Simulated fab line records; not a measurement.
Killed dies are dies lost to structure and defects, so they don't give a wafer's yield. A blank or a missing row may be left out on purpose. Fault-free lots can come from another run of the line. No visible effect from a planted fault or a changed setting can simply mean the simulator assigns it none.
Which tool is to blame?    flow n5 finfet    9 lots, 27 wafers sampled, at 7 steps of a route of 1938

WHAT THE GAUGES READ, wafer by wafer
N5_WELL_APT_CD_MEAS_25 targets a cd of 200 nm.
lot   measured     on         cd nm (nm)
L442  day 1 15:26  cd sem-02  199.1 201.3 203.1
L446  day 2 14:55  cd sem-02  203.8 201.8 198.8
L447  day 2 20:58  cd sem-03  204.4 204.0 202.6
L453  day 4 08:50  cd sem-03  201.4 202.6 201.2
L457  day 5 09:07  cd sem-01  199.9 198.8 200.8
L460  day 6 02:49  cd sem-01  198.3 197.2 201.4
L463  day 6 20:48  cd sem-03  198.1 201.5 199.4
L464  day 7 02:50  cd sem-01  198.2 200.9 198.9
L465  day 7 08:56  cd sem-02  199.4 201.8 198.2

N5_WELL_APT_INSPECT_38: inspects for defects (darkfield).
lot   measured     on                 raw defect count
L442  day 1 17:26  defect inspect-02  3 7 18
L446  day 2 17:11  defect inspect-01  14 9 8
L447  day 2 22:56  defect inspect-02  15 12 10
L453  day 4 10:34  defect inspect-02  22 20 13
L457  day 5 11:03  defect inspect-01  489 519 527
L460  day 6 04:32  defect inspect-01  506 552 505
L463  day 6 22:39  defect inspect-02  16 12 22
L464  day 7 04:43  defect inspect-02  10 11 3
L465  day 7 10:52  defect inspect-01  10 8 12

N5_PMOS_HMC_CHANNEL_EPI_INSPECT_11: inspects for defects (macro).
lot   measured     on                 raw defect count
L442  day 1 17:48  defect inspect-02  3 1 2
L446  day 2 17:33  defect inspect-01  5 0 1
L447  day 2 23:27  defect inspect-01  1 0 0
L453  day 4 11:04  defect inspect-02  1 1 1
L457  day 5 11:25  defect inspect-01  >300 >300 >300
L460  day 6 04:55  defect inspect-02  >300 >300 >300
L463  day 6 23:08  defect inspect-02  3 1 3
L464  day 7 05:12  defect inspect-01  3 0 0
L465  day 7 11:14  defect inspect-01  0 0 2

N5_BEOL_M4_RC_MEAS_101.
lot   measured      on         DIBL_N (mV/V)   DIBL_P (mV/V)   IOFF_N (nA/um)  IOFF_P (nA/um)  ION_N (uA/um)  ION_P (uA/um)  SS_N (mV/dec)   SS_P (mV/dec)   VT_N (mV)    VT_P (mV)
L442  day 7 14:49   prober-01  39.5 37.5 34.2  39.9 36.7 33.5  0.20 0.17 0.11  0.24 0.20 0.15  672 681 642    458 461 443    72.9 71.9 71.0  74.6 74.5 72.4  248 253 256  -248 -251 -256
L446  day 8 10:10   prober-02  35.5 34.1 36.4  34.9 33.8 35.9  0.14 0.12 0.17  0.19 0.18 0.21  667 673 689    464 467 467    70.9 70.8 71.2  73.4 72.8 72.6  251 250 247  -251 -254 -250
L447  day 8 20:38   prober-01  39.8 39.8 41.5  40.7 39.1 41.8  0.25 0.22 0.28  0.32 0.28 0.36  705 680 688    485 468 478    72.4 71.3 72.1  74.7 74.4 74.7  240 246 243  -245 -248 -243
L453  day 11 00:17  prober-01  33.6 35.7 33.9  32.4 35.6 32.6  0.11 0.14 0.11  0.16 0.21 0.17  655 661 666    450 459 455    70.5 70.5 70.8  71.7 73.2 73.0  251 249 255  -253 -251 -253
L457  day 11 10:55  prober-02  36.0 33.5 37.8  36.3 33.6 38.1  0.17 0.12 0.20  0.21 0.18 0.26  684 668 684    466 463 464    71.8 70.9 71.9  73.6 72.8 74.1  251 255 247  -251 -253 -247
L460  day 12 17:07  prober-02  32.5 32.4 32.2  32.9 31.6 30.7  0.10 0.10 0.09  0.15 0.14 0.13  654 648 648    455 446 446    71.2 70.5 70.4  72.3 72.4 72.3  256 256 258  -254 -255 -258
L463  day 13 14:12  prober-01  37.8 36.2 37.1  37.2 34.0 34.9  0.16 0.12 0.15  0.25 0.19 0.21  669 673 675    459 462 470    71.8 71.5 70.9  73.6 72.6 72.3  247 255 249  -247 -251 -249
L464  day 13 15:37  prober-02  37.0 34.4 37.7  36.1 33.8 37.8  0.16 0.12 0.18  0.21 0.17 0.24  668 666 678    459 457 459    71.3 71.0 71.8  72.9 71.9 73.3  251 255 247  -250 -253 -249
L465  day 13 17:47  prober-01  34.9 35.1 34.1  36.8 35.5 35.1  0.15 0.14 0.13  0.17 0.16 0.16  665 672 666    450 451 454    70.6 71.4 71.0  73.9 73.2 73.1  252 252 255  -257 -259 -258

WHAT TOOL EACH LOT RAN ON (gives the tool, then ch and the chambers of the sampled wafers, and finally the start)
lot   N5_WELL_APT_RTA_34               N5_WELL_APT_OXIDE_STRIP_42          N5_PMOS_HMC_CHANNEL_EPI_HM_OPEN_15
L442  rtp anneal-02 ch 0, day 1 16:35  wet bench-05 ch 0,1,2, day 1 16:42  rie diel-02 ch 0,1,2, day 1 17:55
L446  rtp anneal-02 ch 0, day 2 16:11  wet bench-03 ch 2,3,5, day 2 16:27  rie diel-02 ch 1,2, day 2 17:40
L447  rtp anneal-01 ch 0, day 2 22:03  wet bench-03 ch 1,3,4, day 2 22:13  rie diel-06 ch 0,2,3, day 2 23:47
L453  rtp anneal-02 ch 0, day 4 09:43  wet bench-05 ch 3,4,5, day 4 09:50  rie diel-05 ch 0,2,3, day 4 11:10
L457  rtp anneal-02 ch 0, day 5 10:11  wet bench-03 ch 3,4,5, day 5 10:19  rie diel-02 ch 0,1, day 5 11:34
L460  rtp anneal-01 ch 0, day 6 03:40  wet bench-03 ch 0,1,7, day 6 03:49  rie diel-06 ch 1,3, day 6 05:01
L463  rtp anneal-01 ch 0, day 6 21:46  wet bench-05 ch 1,5,6, day 6 21:55  rie diel-06 ch 0,1,2, day 6 23:15
L464  rtp anneal-02 ch 0, day 7 03:49  wet bench-06 ch 2,5,7, day 7 03:59  rie diel-06 ch 0,2,3, day 7 05:19
L465  rtp anneal-01 ch 0, day 7 09:58  wet bench-06 ch 0,1,7, day 7 10:08  rie diel-06 ch 0,3, day 7 11:45
- N5_WELL_APT_RTA_34: time 10 s.
- N5_WELL_APT_OXIDE_STRIP_42: strips SiO2 in dHF, time 45 s, target depth 12 nm.
- N5_PMOS_HMC_CHANNEL_EPI_HM_OPEN_15: chemistry CHF3/O2, target SiO2, target depth 40.6 nm, time 20.3 s.

WHAT THE TOOLS THEMSELVES READ (means of the sampled wafers that have a number; where no wafer has one, the mark that the record gives instead)
N5_WELL_APT_RTA_34.
lot   tool           lamp power pct (%)  wafer_temp_C_max
L442  rtp anneal-02  12.97               1003.8
L446  rtp anneal-02  13.03               1004.7
L447  rtp anneal-01  12.97               1003.0
L453  rtp anneal-02  12.98               1004.3
L457  rtp anneal-02  13.04               1003.1
L460  rtp anneal-01  13.02               1003.1
L463  rtp anneal-01  13.00               1005.0
L464  rtp anneal-02  13.04               1003.5
L465  rtp anneal-01  13.02               1004.1

N5_PMOS_HMC_CHANNEL_EPI_HM_OPEN_15.
lot   tool         CHF3_flow_sccm (sccm)  drypump motor current A (A)  oes product au (a.u.)  rf vpp V (V)  showerhead plenum p Torr (Torr)  throttle valve pct (%)
L442  rie diel-02  49.89                  5.3                          0.74                   523           2.36                             19.12
L446  rie diel-02  49.97                  5.2                          0.70                   531           2.29                             19.08
L447  rie diel-06  50.12                  5.8                          0.75                   525           2.40                             18.85
L453  rie diel-05  50.06                  5.6                          0.75                   527           2.44                             19.01
L457  rie diel-02  50.09                  5.5                          0.71                   518           2.34                             19.24
L460  rie diel-06  50.20                  6.5                          0.80                   534           2.51                             18.60
L463  rie diel-06  49.87                  5.9                          0.78                   521           2.40                             18.83
L464  rie diel-06  49.92                  5.9                          0.72                   525           2.39                             18.90
L465  rie diel-06  50.06                  5.6                          0.75                   528           2.37                             18.83

THE ANSWER, worked out from the rows above alone
Rule: usual is defined by the lots themselves. Put in order of their means at a reading, lots are off if they are a third of the lots or fewer, leave a main group of 4 or more, and stand apart from it by a gap of 3 or more times the standard deviation of the main group's means; of several such gaps the widest counts. A main group is skipped when, at the precision printed for the reading in the tables above, its means are all equal. Also off: a lot with no number at a reading for which 4 or more lots have one. All remaining lots with rows at the step are treated as sound. After the gauges, taken in route order, come the tools' own readings; for these a lot's mean is taken, as printed above. The first step at which some lot is off is used, and at that step the reading that is off furthest; a lot without a number counts as furthest.
Off at N5_WELL_APT_INSPECT_38 (raw defect count): L457, L460. For the main group the mean is 12 and the standard deviation 3.6.
If a tool, at a process step before that reading, ran all the lots that are off and no sound lot after the first of them, it fits. Gauges at N5_WELL_APT_INSPECT_38: tried the same way as those tools. One candidate fits, namely wet bench-03 at N5_WELL_APT_OXIDE_STRIP_42. A fault onset in the window from L447 (day 2 22:13, its last sound lot) to L457 (day 5 10:19, its first lot off) fits.

WHAT THE SIMULATOR PUT IN
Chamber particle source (wet bench-03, N5_WELL_APT_OXIDE_STRIP_42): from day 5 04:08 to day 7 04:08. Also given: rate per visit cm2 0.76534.
Lots struck among those shown: L457, L460. The rule above reached the same finding.
